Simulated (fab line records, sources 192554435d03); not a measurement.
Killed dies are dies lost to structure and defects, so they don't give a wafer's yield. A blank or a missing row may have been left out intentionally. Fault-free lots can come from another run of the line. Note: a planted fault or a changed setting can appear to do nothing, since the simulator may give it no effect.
fab line records -- flow n5-finfet -- part 1 of 2: steps 1 to 15 of 16
[record] lots = 7, wafers = 21, last-day = 17
route steps=1938 shown HKMG_FIN@427 BEOL_M4@1111 PASSIVATION@1936
lots that met no fault: from a run of the same line without faults
start-h: hours from the record's first day to the start of the lot's first wafer shown -- wait-h: hours since the lot's step before -- " as in the row above -- L1.1+2: one row covering several wafers at once -- - value missing, or start not given -- * or withheld: withheld -- < > ~ a bound
route shown NAME@n: a module of which the file shows steps, and the number in the route of the first -- usual: mean/standard deviation taken from wafers without a fault -- same: alike in all rows -- chamber/n: place in a boat -- sites: each site's reading -- _std_site: how widely they spread, as a standard deviation -- _edge_site: outer sites' mean less inner sites' -- radius-mm: how far each site lies from the wafer's centre -- mask NAME#n: copy n -- behind: the tool/chamber that last shaped the wafer -- hold: cause of the lot's hold/its duration in hours/its outcome -- device: which transistor (n, p or np) failed to switch -- end of line: the same wafers' tests at the end of the route -- for a step that has no rows: nothing shown but its recipe -- killed: dies that structure and defects cost at the first sort, which is not the same as the wafer's yield -- map: a wafer's dies, marking killed ones x, the rest . and places with no die _
set.NAME: the setting that was run; set.NAME@STEP: the one run at that earlier step -- model.NAME: the simulator's own value behind a step, which no gauge read
a table for each step, a row for each wafer; lots at some steps of the route
services: when a tool's chamber went out of use (start-h, in hours from the record's first day, below 0 if earlier), for how many hours, and the reason
[[steps]]
[step N5_HKMG_FIN_EXPOSE_09]
[recipe] mask-id = NWFM, na = 1.35, source-shape = conventional, sigma-outer = 0.8, polarization = unpolarized, dose-mj = 39.25
[step N5_HKMG_FIN_PEB_10]
[recipe] peb-temp-c = withheld, peb-time-s = 60, resist = CAR-ArF
[step N5_HKMG_FIN_DEVELOP_11]
[recipe] develop-time-s = 30, developer = TMAH, resist = CAR-ArF, dev-temp-c = 23, rinse-liquid = diw, dry = air-spin
[step N5_HKMG_FIN_CD_MEAS_12]
[recipe] target-cd-nm = 92.8, landing-energy-ev = 500, detector = se-inlens
[usual] cd-nm = 92.5/0.61
lot.wafer,tool,chamber,start-h,wait-h,cd-nm
L271.1,cd-sem-03,0,92.17,-,91.3
L271.4,cd-sem-03,0,92.17,-,92.0
L271.6,cd-sem-03,0,92.17,-,92.1
L277.2,cd-sem-03,0,129.59,-,92.4
L277.3,cd-sem-03,0,129.59,-,92.9
L277.4,cd-sem-03,0,129.59,-,92.2
L278.3,cd-sem-01,0,137.02,-,92.8
L278.5,cd-sem-01,0,137.02,-,92.4
L278.6,cd-sem-01,0,137.02,-,92.1
L279.1,cd-sem-02,0,145.82,-,91.8
L279.2,cd-sem-02,0,145.82,-,92.4
L279.6,cd-sem-02,0,145.82,-,91.8
L281.1,cd-sem-02,0,159.33,-,93.1
L281.3,cd-sem-02,0,159.33,-,94.1
L281.6,cd-sem-02,0,159.33,-,92.6
L285.1,cd-sem-03,0,177.52,-,93.2
L285.2,cd-sem-03,0,177.52,-,93.3
L285.6,cd-sem-03,0,177.52,-,93.3
L291.3,cd-sem-03,0,215.86,-,92.5
L291.4,cd-sem-03,0,215.86,-,92.4
L291.6,cd-sem-03,0,215.86,-,92.2
[step N5_HKMG_FIN_OVL_MEAS_13]
[recipe] points-per-wafer = 44
[usual] NWFM_OVL = -0.3/0.85
lot.wafer,tool,chamber,start-h,wait-h,NWFM_OVL[nm]
L271.1,overlay-01,0,92.21,0.0,-1.7
L271.4,overlay-01,0,92.21,0.0,-0.9
L271.6,overlay-01,0,92.21,0.0,-1.2
L277.2,overlay-01,0,129.62,0.0,0.2
L277.3,overlay-01,0,129.62,0.0,2.2
L277.4,overlay-01,0,129.62,0.0,1.8
L278.3,overlay-01,0,137.05,0.0,-0.7
L278.5,overlay-01,0,137.05,0.0,0.1
L278.6,overlay-01,0,137.05,0.0,0.3
L279.1,overlay-01,0,145.85,0.0,-0.8
L279.2,overlay-01,0,145.85,0.0,-0.1
L279.6,overlay-01,0,145.85,0.0,0.7
L281.1,overlay-02,0,159.36,0.0,-0.2
L281.3,overlay-02,0,159.36,0.0,0.5
L281.6,overlay-02,0,159.36,0.0,0.2
L285.1,overlay-02,0,177.55,0.0,-0.8
L285.2,overlay-02,0,177.55,0.0,-0.3
L285.6,overlay-02,0,177.55,0.0,0.0
L291.3,overlay-01,0,215.89,0.0,0.3
L291.4,overlay-01,0,215.89,0.0,-0.6
L291.6,overlay-01,0,215.89,0.0,-0.6
[step N5_HKMG_FIN_INSPECT_14]
[recipe] mode = adi, inspect-instrument = macro
[usual] raw-defect-count = 2.1/1.4
lot.wafer,tool,chamber,start-h,wait-h,raw-defect-count
L271.1,defect-inspect-02,-,92.23,0.0,2
L271.4,defect-inspect-02,-,92.23,0.0,2
L271.6,defect-inspect-02,-,92.23,0.0,3
L277.2,defect-inspect-01,-,129.64,0.0,1
L277.3,defect-inspect-01,-,129.64,0.0,3
L277.4,defect-inspect-01,-,129.64,0.0,0
L278.3,defect-inspect-02,-,137.07,0.0,2
L278.5,defect-inspect-02,-,137.07,0.0,1
L278.6,defect-inspect-02,-,137.07,0.0,2
L279.1,defect-inspect-01,-,145.87,0.0,3
L279.2,defect-inspect-01,-,145.87,0.0,3
L279.6,defect-inspect-01,-,145.87,0.0,2
L281.1,defect-inspect-02,-,159.38,0.0,1
L281.3,defect-inspect-02,-,159.38,0.0,1
L281.6,defect-inspect-02,-,159.38,0.0,2
L285.1,defect-inspect-01,-,177.57,0.0,0
L285.2,defect-inspect-01,-,177.57,0.0,4
L285.6,defect-inspect-01,-,177.57,0.0,3
L291.3,defect-inspect-01,-,215.91,0.0,2
L291.4,defect-inspect-01,-,215.91,0.0,1
L291.6,defect-inspect-01,-,215.91,0.0,2
[step N5_HKMG_FIN_DESCUM_17]
[recipe] chemistry = O2, time-s = 7.9, source-power-w = 50, bias-power-w = 20, pressure-mtorr = 20, rf-frequency-hz = 2.712e+07, temp-c = 40, resist = CAR-ArF, o2-flow-sccm = 225
[usual] drypump-motor-current-A = 5.5/0.48, oes-product-au = 0.79/0.084, rf-vpp-V = 242.9/1.4, showerhead-plenum-p-Torr = 2.08/0.086, throttle-valve-pct = 20.44/0.22
lot.wafer,tool,chamber,start-h,wait-h,drypump-motor-current-A,oes-product-au,rf-hours-counter-h,rf-vpp-V,showerhead-plenum-p-Torr,throttle-valve-pct
L271.1,rie-diel-05,0,92.30,0.1,5.9,0.80,93,245.0,2.20,20.64
L271.4,rie-diel-05,1,92.30,0.1,5.1,0.97,-,242.3,2.04,20.10
L271.6,rie-diel-05,0,92.30,0.1,5.9,0.80,-,244.9,2.20,20.62
L277.2,rie-diel-05,3,129.68,0.0,6.4,0.71,217,240.0,1.98,20.42
L277.3,rie-diel-05,0,129.68,0.0,5.9,0.79,105,244.7,2.20,20.65
L277.4,rie-diel-05,1,129.68,0.0,5.1,0.93,20,241.5,2.03,20.12
L278.3,rie-diel-06,0,137.10,0.0,4.8,0.77,140,241.7,2.00,20.33
L278.5,rie-diel-06,3,137.10,0.0,4.8,0.68,-,241.0,1.97,20.72
L278.6,rie-diel-06,0,137.10,0.0,4.8,0.77,-,241.8,2.00,20.32
L279.1,rie-diel-05,2,145.91,0.0,5.4,0.89,38,243.4,2.22,20.18
L279.2,rie-diel-05,1,145.91,0.0,5.1,0.90,26,242.6,2.03,20.12
L279.6,rie-diel-05,1,145.91,0.0,5.1,0.90,-,243.2,2.03,20.14
L281.1,rie-diel-05,2,159.41,0.0,5.3,0.90,42,245.5,2.22,20.18
L281.3,rie-diel-05,0,159.41,0.0,5.9,0.77,115,244.6,2.19,20.68
L281.6,rie-diel-05,1,159.41,0.0,5.1,0.90,-,242.1,2.03,20.14
L285.1,rie-diel-06,2,177.68,0.1,5.3,0.74,185,242.5,2.08,20.59
L285.2,rie-diel-06,0,177.68,0.1,4.8,0.76,157,240.5,2.00,20.36
L285.6,rie-diel-06,3,177.68,0.1,4.9,1.00,-,244.0,2.24,20.39
L291.3,rie-diel-04,3,215.94,0.0,5.0,0.75,138,242.0,2.09,20.57
L291.4,rie-diel-04,1,215.94,0.0,5.8,0.74,190,242.6,1.99,20.26
L291.6,rie-diel-04,0,215.94,0.0,5.8,0.67,-,244.1,2.14,20.37
[step N5_HKMG_FIN_ETCH_31]
[recipe] chemistry = CF4, target = SiARC, target-depth-a = 455, mask-material = CAR-ArF, time-s = 75.8, ion-energy-ev = 80, pressure-mtorr = 40, source-w = 545, bias-w = 36, Ar_flow_sccm = 100, cf4-flow-sccm = 100, ends = cleared
[usual] drypump-motor-current-A = 5.5/0.48, etch-rf-on-time-s = 75.7/2.1, oes-product-au = 0.67/0.069, rf-vpp-V = 184.1/1.4, showerhead-plenum-p-Torr = 2.14/0.08, throttle-valve-pct = 15.66/0.21
lot.wafer,tool,chamber,start-h,wait-h,drypump-motor-current-A,etch-rf-on-time-s,oes-product-au,rf-hours-counter-h,rf-vpp-V,showerhead-plenum-p-Torr,throttle-valve-pct
L271.1,rie-diel-05,0,92.34,0.0,5.8,73.6,0.68,93,185.1,2.26,15.88
L271.4,rie-diel-05,1,92.34,0.0,5.1,75.7,0.81,-,183.7,2.12,15.42
L271.6,rie-diel-05,0,92.34,0.0,5.8,73.5,0.68,-,185.5,2.26,15.88
L277.2,rie-diel-05,3,129.71,0.0,6.4,77.9,0.59,217,184.4,2.04,15.71
L277.3,rie-diel-05,0,129.71,0.0,5.9,73.8,0.66,105,187.6,2.26,15.90
L277.4,rie-diel-05,1,129.71,0.0,5.1,75.4,0.79,20,183.5,2.11,15.43
L278.3,rie-diel-06,0,137.14,0.0,4.8,76.7,0.65,140,183.1,2.07,15.60
L278.5,rie-diel-06,3,137.14,0.0,4.8,76.9,0.59,-,182.0,2.02,15.91
L278.6,rie-diel-06,0,137.14,0.0,4.8,76.5,0.65,-,182.7,2.07,15.61
L279.1,rie-diel-05,2,145.94,0.0,5.3,78.7,0.75,38,186.7,2.25,15.28
L279.2,rie-diel-05,1,145.94,0.0,5.1,76.2,0.78,26,182.1,2.11,15.46
L279.6,rie-diel-05,1,145.94,0.0,5.1,76.7,0.77,-,183.4,2.11,15.47
L281.1,rie-diel-05,2,159.45,0.0,5.4,78.3,0.74,42,187.0,2.25,15.29
L281.3,rie-diel-05,0,159.45,0.0,5.9,73.5,0.66,115,185.3,2.26,15.92
L281.6,rie-diel-05,1,159.45,0.0,5.1,76.8,0.76,-,182.9,2.11,15.47
L285.1,rie-diel-06,2,177.71,0.0,5.3,73.5,0.63,185,184.5,2.12,15.79
L285.2,rie-diel-06,0,177.71,0.0,4.8,74.7,0.65,157,181.9,2.06,15.65
L285.6,rie-diel-06,3,177.71,0.0,4.9,71.9,0.87,-,186.3,2.28,15.44
L291.3,rie-diel-04,3,215.98,0.0,5.0,76.1,0.65,138,183.7,2.15,15.77
L291.4,rie-diel-04,1,215.98,0.0,5.9,77.7,0.62,190,182.5,2.03,15.49
L291.6,rie-diel-04,0,215.98,0.0,5.8,78.8,0.57,-,184.9,2.20,15.68
[step N5_HKMG_FIN_ETCH_32]
[recipe] chemistry = N2/H2, target = SOC, target-depth-a = 2400, temp-c = 40, time-s = 300, ion-energy-ev = 200, mask-material = SiARC, pressure-mtorr = 30, source-w = 840, bias-w = 150, n2-flow-sccm = 200, h2-flow-sccm = 200
[usual] drypump-motor-current-A = 5.5/0.48, oes-product-au = 0.79/0.081, rf-vpp-V = 523.5/2.9, showerhead-plenum-p-Torr = 2.53/0.11, throttle-valve-pct = 17.91/0.21
lot.wafer,tool,chamber,start-h,wait-h,drypump-motor-current-A,oes-product-au,rf-hours-counter-h,rf-vpp-V,showerhead-plenum-p-Torr,throttle-valve-pct
L271.1,rie-diel-05,0,92.39,0.0,5.9,0.80,93,527.2,2.67,17.98
L271.4,rie-diel-05,1,92.39,0.0,5.1,0.96,-,521.5,2.49,17.62
L271.6,rie-diel-05,0,92.39,0.0,5.9,0.80,-,527.9,2.67,17.98
L277.2,rie-diel-05,3,129.77,0.0,6.4,0.68,217,519.7,2.40,17.89
L277.3,rie-diel-05,0,129.77,0.0,5.9,0.78,105,525.7,2.66,17.98
L277.4,rie-diel-05,1,129.77,0.0,5.1,0.91,20,521.8,2.49,17.64
L278.3,rie-diel-06,0,137.19,0.0,4.8,0.76,140,521.3,2.43,17.64
L278.5,rie-diel-06,3,137.19,0.0,4.9,0.69,-,519.5,2.40,18.26
L278.6,rie-diel-06,0,137.19,0.0,4.8,0.76,-,522.1,2.43,17.63
L279.1,rie-diel-05,2,146.00,0.0,5.4,0.86,38,527.4,2.71,17.71
L279.2,rie-diel-05,1,146.00,0.0,5.1,0.90,27,521.8,2.48,17.65
L279.6,rie-diel-05,1,146.00,0.0,5.1,0.89,-,522.5,2.48,17.65
L281.1,rie-diel-05,2,159.51,0.0,5.4,0.87,42,526.9,2.71,17.72
L281.3,rie-diel-05,0,159.51,0.0,5.9,0.78,115,526.5,2.66,18.01
L281.6,rie-diel-05,1,159.51,0.0,5.1,0.90,-,522.0,2.48,17.65
L285.1,rie-diel-06,2,177.77,0.0,5.3,0.73,185,522.0,2.53,18.11
L285.2,rie-diel-06,0,177.77,0.0,4.8,0.75,157,521.0,2.42,17.67
L285.6,rie-diel-06,3,177.77,0.0,4.9,1.01,-,527.3,2.72,17.87
L291.3,rie-diel-04,3,216.04,0.0,5.1,0.76,138,523.9,2.54,17.92
L291.4,rie-diel-04,1,216.04,0.0,5.8,0.73,190,520.3,2.44,17.84
L291.6,rie-diel-04,0,216.04,0.0,5.7,0.67,-,525.7,2.62,18.04
[step N5_HKMG_FIN_STRIP_33]
[recipe] chemistry = N2/H2, temp-c = 40, n2-flow-sccm = 200, h2-flow-sccm = 200, rf-frequency-hz = 6e+07
[step N5_HKMG_FIN_STRIP_34]
[recipe] chemistry = CF4, resist = SiARC, power-w = 300, bias-power-w = 75, pressure-mtorr = 50, cf4-flow-sccm = 150, rf-frequency-hz = 6e+07
[usual] bias-power-w = 75.03/0.21, cf4-flow-sccm = 150.1/0.45, drypump-motor-current-A = 5.5/0.48, oes-product-au = 0.78/0.078, rf-vpp-V = 271.0/1.7, showerhead-plenum-p-Torr = 1.79/0.068, throttle-valve-pct = 13.62/0.21
lot.wafer,tool,chamber,start-h,wait-h,bias-power-w,cf4-flow-sccm,drypump-motor-current-A,oes-product-au,rf-hours-counter-h,rf-vpp-V,showerhead-plenum-p-Torr,throttle-valve-pct
L271.1,rie-diel-05,0,92.58,0.0,75.05,150.6,5.9,0.77,93,272.6,1.89,13.80
L271.4,rie-diel-05,1,92.58,0.0,74.80,150.3,5.1,0.95,-,270.7,1.77,13.35
L271.6,rie-diel-05,0,92.58,0.0,75.33,150.8,5.9,0.78,-,273.5,1.89,13.81
L277.2,rie-diel-05,3,129.96,0.0,75.06,149.4,6.3,0.70,217,268.7,1.71,13.74
L277.3,rie-diel-05,0,129.96,0.0,74.72,150.4,5.9,0.77,105,272.6,1.89,13.85
L277.4,rie-diel-05,1,129.96,0.0,74.70,150.6,5.1,0.91,20,272.0,1.77,13.37
L278.3,rie-diel-06,0,137.38,0.0,75.14,149.8,4.8,0.77,140,269.6,1.72,13.55
L278.5,rie-diel-06,3,137.38,0.0,74.63,150.1,4.8,0.69,-,269.0,1.68,13.87
L278.6,rie-diel-06,0,137.38,0.0,74.98,149.7,4.8,0.75,-,269.9,1.72,13.54
L279.1,rie-diel-05,2,146.19,0.0,75.13,150.6,5.4,0.89,38,273.5,1.89,13.28
L279.2,rie-diel-05,1,146.19,0.0,75.06,149.8,5.1,0.90,27,270.8,1.77,13.38
L279.6,rie-diel-05,1,146.19,0.0,75.17,150.0,5.1,0.90,-,269.2,1.77,13.39
L281.1,rie-diel-05,2,159.70,0.0,74.96,150.1,5.4,0.88,42,273.1,1.89,13.27
L281.3,rie-diel-05,0,159.70,0.0,74.86,150.1,5.8,0.76,115,272.6,1.89,13.86
L281.6,rie-diel-05,1,159.70,0.0,75.09,149.6,5.1,0.89,-,270.9,1.77,13.40
L285.1,rie-diel-06,2,177.96,0.0,75.18,149.2,5.3,0.72,185,270.4,1.77,13.79
L285.2,rie-diel-06,0,177.96,0.0,75.04,149.9,4.8,0.75,157,270.9,1.72,13.57
L285.6,rie-diel-06,3,177.96,0.0,74.77,150.8,4.9,0.98,-,273.5,1.89,13.28
L291.3,rie-diel-04,3,216.23,0.0,74.67,150.1,5.1,0.75,138,270.7,1.80,13.70
L291.4,rie-diel-04,1,216.23,0.0,75.02,150.0,5.9,0.73,190,269.7,1.71,13.52
L291.6,rie-diel-04,0,216.23,0.0,74.70,150.6,5.7,0.69,-,271.7,1.83,13.64
[step N5_HKMG_FIN_ETCH_35]
[recipe] chemistry = N2/H2, target = SOC, target-depth-a = 2158, ion-energy-ev = 65, bias-w = 5, source-w = 3000, time-s = 243.4, pressure-mtorr = 30, n2-flow-sccm = 200, h2-flow-sccm = 200
[usual] drypump-motor-current-A = 5.5/0.48, oes-product-au = 0.79/0.08, rf-vpp-V = 141.5/1, showerhead-plenum-p-Torr = 2.53/0.11, throttle-valve-pct = 17.92/0.21
lot.wafer,tool,chamber,start-h,wait-h,drypump-motor-current-A,oes-product-au,rf-hours-counter-h,rf-vpp-V,showerhead-plenum-p-Torr,throttle-valve-pct
L271.1,rie-diel-05,0,92.60,0.0,5.9,0.79,93,143.5,2.67,18.00
L271.4,rie-diel-05,1,92.60,0.0,5.1,0.96,-,141.8,2.49,17.61
L271.6,rie-diel-05,0,92.60,0.0,5.9,0.79,-,143.6,2.67,17.97
L277.2,rie-diel-05,3,129.98,0.0,6.3,0.68,217,140.2,2.40,17.88
L277.3,rie-diel-05,0,129.98,0.0,5.9,0.78,105,142.9,2.66,17.99
L277.4,rie-diel-05,1,129.98,0.0,5.1,0.92,20,141.6,2.49,17.66
L278.3,rie-diel-06,0,137.40,0.0,4.8,0.77,140,140.4,2.43,17.66
L278.5,rie-diel-06,3,137.40,0.0,4.9,0.69,-,141.1,2.40,18.27
L278.6,rie-diel-06,0,137.40,0.0,4.8,0.77,-,141.2,2.43,17.65
L279.1,rie-diel-05,2,146.21,0.0,5.4,0.88,38,143.0,2.72,17.70
L279.2,rie-diel-05,1,146.21,0.0,5.1,0.90,27,141.1,2.48,17.66
L279.6,rie-diel-05,1,146.21,0.0,5.1,0.88,-,141.2,2.48,17.66
L281.1,rie-diel-05,2,159.72,0.0,5.4,0.86,42,142.4,2.71,17.71
L281.3,rie-diel-05,0,159.72,0.0,5.9,0.78,115,143.4,2.66,18.02
L281.6,rie-diel-05,1,159.72,0.0,5.1,0.89,-,141.1,2.48,17.68
L285.1,rie-diel-06,2,177.98,0.0,5.3,0.74,185,141.8,2.53,18.12
L285.2,rie-diel-06,0,177.98,0.0,4.8,0.75,157,140.5,2.42,17.68
L285.6,rie-diel-06,3,177.98,0.0,4.9,1.01,-,142.5,2.72,17.89
L291.3,rie-diel-04,3,216.25,0.0,5.1,0.77,138,141.2,2.54,17.94
L291.4,rie-diel-04,1,216.25,0.0,5.8,0.73,190,141.2,2.44,17.85
L291.6,rie-diel-04,0,216.25,0.0,5.7,0.67,-,141.2,2.62,18.07
[step N5_HKMG_FIN_STRIP_92]
[recipe] chemistry = N2/H2, material = SOC, time-s = 20, power-w = 500, temp-c = 40, pressure-mtorr = 50, rf-frequency-hz = 6e+07, bias-power-w = 8, h2-frac = 0.5, n2-flow-sccm = 300, h2-flow-sccm = 300
[usual] bias-power-w = 8.001/0.023, chamber-pressure-mTorr = 50.00/0.04, drypump-motor-current-A = 5.5/0.48, oes-product-au = 0.79/0.081, rf-vpp-V = 54.2/0.87, showerhead-plenum-p-Torr = 3.35/0.13, throttle-valve-pct = 19.2/0.35
lot.wafer,tool,chamber,start-h,wait-h,bias-power-w,chamber-pressure-mTorr,drypump-motor-current-A,oes-product-au,rf-hours-counter-h,rf-vpp-V,showerhead-plenum-p-Torr,throttle-valve-pct,model.SOC_of_HKMG_FIN_COAT_29.thk-nm
L271.1,rie-diel-05,0,92.75,0.1,7.963,50.00,5.9,0.81,93,53.6,3.52,19.2,69.8
L271.4,rie-diel-05,1,92.75,0.1,8.021,49.98,5.1,0.96,-,56.4,3.30,18.9,76.6
L271.6,rie-diel-05,0,92.75,0.1,7.997,49.99,5.8,0.80,-,54.8,3.52,19.2,70.8
L277.2,rie-diel-05,3,130.13,0.1,-,-,-,-,-,-,-,-,93.8
L277.3,rie-diel-05,0,130.13,0.1,-,-,-,-,-,-,-,-,78.4
L277.4,rie-diel-05,1,130.13,0.1,-,-,-,-,-,-,-,-,85
L278.3,rie-diel-06,0,137.55,0.1,-,-,-,-,-,-,-,-,87.6
L278.5,rie-diel-06,3,137.55,0.1,-,-,-,-,-,-,-,-,85.4
L278.6,rie-diel-06,0,137.55,0.1,-,-,-,-,-,-,-,-,84.4
L279.1,rie-diel-05,2,146.36,0.1,-,-,-,-,-,-,-,-,94.6
L279.2,rie-diel-05,1,146.36,0.1,-,-,-,-,-,-,-,-,86.4
L279.6,rie-diel-05,1,146.36,0.1,-,-,-,-,-,-,-,-,89.8
L281.1,rie-diel-05,2,159.87,0.1,7.971,50.05,5.4,0.87,42,54.3,3.58,19.0,83.4
L281.3,rie-diel-05,0,159.87,0.1,7.977,50.01,5.9,0.78,115,53.5,3.50,19.2,67.8
L281.6,rie-diel-05,1,159.87,0.1,8.003,49.97,5.1,0.90,-,53.3,3.28,18.9,79.4
L285.1,rie-diel-06,2,178.13,0.1,7.985,49.99,5.3,0.74,185,53.1,3.35,19.5,69.6
L285.2,rie-diel-06,0,178.13,0.1,8.016,50.00,4.8,0.76,157,55.5,3.21,18.5,74.6
L285.6,rie-diel-06,3,178.13,0.1,8.010,50.04,4.8,1.02,-,54.2,3.58,19.4,63.8
L291.3,rie-diel-04,3,216.40,0.1,7.972,49.99,5.1,0.76,138,54.7,3.35,19.0,71.6
L291.4,rie-diel-04,1,216.40,0.1,8.001,50.07,5.9,0.73,190,54.5,3.22,19.1,78.2
L291.6,rie-diel-04,0,216.40,0.1,8.038,49.98,5.7,0.68,-,55.5,3.46,19.7,83.6
[step N5_HKMG_FIN_WET_ETCH_18]
[recipe] chemistry = SC1, target = TiN, mix = 1:1:5, temp-c = *, time-s = 55, target-depth-nm = 5.2, dry = ipa-marangoni, rinse-time-s = 30, rinse-temp-c = 23
[step N5_BEOL_M4_RC_MEAS_101]
[usual] DIBL_N = 36.2/1.7, DIBL_P = 36.6/1.9, IOFF_N = 0.16/0.032, IOFF_P = 0.21/0.037, ION_N = 675/12, ION_P = 460/8.1, SS_N = 71.4/0.58, SS_P = 73.4/0.64, VT_N = 249/3.2, VT_P = -252/3.4
lot.wafer,tool,chamber,start-h,wait-h,DIBL_N[mV/V],DIBL_P[mV/V],IOFF_N[nA/um],IOFF_P[nA/um],ION_N[uA/um],ION_P[uA/um],SS_N[mV/dec],SS_P[mV/dec],VT_N[mV],VT_P[mV]
L271.1,prober-02,0,183.13,0.0,38.6,39.4,0.22,0.24,693,461,72.8,75.1,245,-249
L271.4,prober-02,0,183.13,0.0,35.3,35.5,0.15,0.19,678,464,71.4,73.3,249,-254
L271.6,prober-02,0,183.13,0.0,35.0,34.9,0.13,0.18,666,456,71.4,72.7,255,-254
L277.2,prober-02,0,208.33,0.2,35.0,35.6,0.14,0.17,666,452,71.7,73.0,249,-254
L277.3,prober-02,0,208.33,0.2,37.1,38.9,0.19,0.22,687,465,72.0,72.8,246,-250
L277.4,prober-02,0,208.33,0.2,33.7,34.1,0.12,0.15,657,448,71.3,72.8,253,-255
L278.3,prober-02,0,227.00,0.3,35.6,36.1,0.13,0.18,649,446,71.5,73.2,255,-255
L278.5,prober-02,0,227.00,0.3,36.9,38.4,0.16,0.21,674,462,71.3,73.7,251,-251
L278.6,prober-02,0,227.00,0.3,33.4,33.4,0.11,0.15,658,455,70.2,72.3,255,-253
L279.1,prober-01,0,242.51,0.0,34.4,36.2,0.14,0.21,680,466,70.6,74.1,254,-249
L279.2,prober-01,0,242.51,0.0,33.2,33.8,0.12,0.18,649,453,70.7,73.1,255,-251
L279.6,prober-01,0,242.51,0.0,35.7,37.1,0.17,0.24,676,466,71.3,74.1,249,-248
L281.1,prober-02,0,244.98,0.0,34.8,34.8,0.15,0.17,681,457,71.2,72.9,252,-255
L281.3,prober-02,0,244.98,0.0,38.0,38.2,0.19,0.22,661,451,72.0,73.9,247,-250
L281.6,prober-02,0,244.98,0.0,35.5,35.0,0.15,0.17,661,447,71.5,72.6,250,-256
L285.1,prober-02,0,263.78,0.0,35.0,36.4,0.14,0.19,678,462,71.9,73.1,252,-253
L285.2,prober-02,0,263.78,0.0,36.7,37.1,0.16,0.20,683,464,71.8,73.5,247,-254
L285.6,prober-02,0,263.78,0.0,35.1,35.6,0.14,0.17,674,461,71.2,72.6,250,-254
L291.3,prober-02,0,297.06,0.3,36.4,34.8,0.15,0.19,673,466,70.6,72.9,248,-252
L291.4,prober-02,0,297.06,0.3,38.6,37.5,0.19,0.24,688,468,71.2,73.2,247,-250
L291.6,prober-02,0,297.06,0.3,36.1,33.7,0.14,0.18,656,456,70.8,72.0,253,-254
[[key]]
[first-sign] step = N5_HKMG_FIN_STRIP_92, reading = tool-record, direction = missing
effect none on later readings
[model-effect] step = N5_HKMG_FIN_STRIP_92, value = SOC_of_HKMG_FIN_COAT_29.thk-nm, without = 77, struck = 87.27
met-at N5_HKMG_FIN_STRIP_92
struck-wafers L277.2,L277.3,L277.4,L278.3,L278.5,L278.6,L279.1,L279.2,L279.6
onset-between 92.75 130.13
[fault] kind = skipped-step-whole, tool = rie-diel-05,rie-diel-06, chamber = -, onset-h = 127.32, steps = N5_HKMG_FIN_STRIP_92, scope = struck-lots-only
